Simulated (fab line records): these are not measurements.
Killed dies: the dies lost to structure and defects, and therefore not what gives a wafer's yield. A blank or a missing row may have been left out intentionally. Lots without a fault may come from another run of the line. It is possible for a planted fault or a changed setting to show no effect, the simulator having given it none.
Chamber matching    flow nand_harc    NHARC_A_SLIT_DEP_25 on pecvd-02: 3 sister chambers
The step deposits SiO2, target thk 200 nm. 3 wafers are shown with their chamber, then 9 later ones without.

WAFERS WITH THEIR CHAMBER
wafer   chamber  heater_power_w (W)
L093.1  2        385
L093.3  1        653
L093.4  0        673

WAFERS MISSING THEIR CHAMBER
wafer   heater_power_w (W)
L095.2  647
L095.4  649
L095.6  434
L096.1  703
L096.2  379
L096.3  561
L097.2  535
L097.4  546
L097.6  690

THE CHAMBER EACH PASSED THROUGH
wafer   from the rows above           in truth
L095.2  can't be placed: 1 or 0       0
L095.4  can't be placed: 1 or 0       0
L095.6  2                             2
L096.1  can't be placed: 0 or 1       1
L096.2  2                             2
L096.3  can't be placed: 1 or 0 or 2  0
L097.2  can't be placed: 1 or 0 or 2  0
L097.4  can't be placed: 1 or 0 or 2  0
L097.6  can't be placed: 0 or 1       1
2 of 9 placed correctly. From these rows, 7 cannot be placed; in 7 the true chamber is one of the candidates. Number placed wrongly: 0.
How it was worked out, from the rows above alone: a wafer's distance from a chamber is the root of the sum, over the readings, of the square of ((its reading less the chamber's mean) divided by the reading's scatter). The wafer belongs to the nearest chamber; if the next one is less than 2 further off, it can't be placed. The mean given for a chamber averages the wafers shown for that chamber. The scatter: root of mean squared gap, hidden wafer to nearest shown wafer, with one shown wafer a chamber.
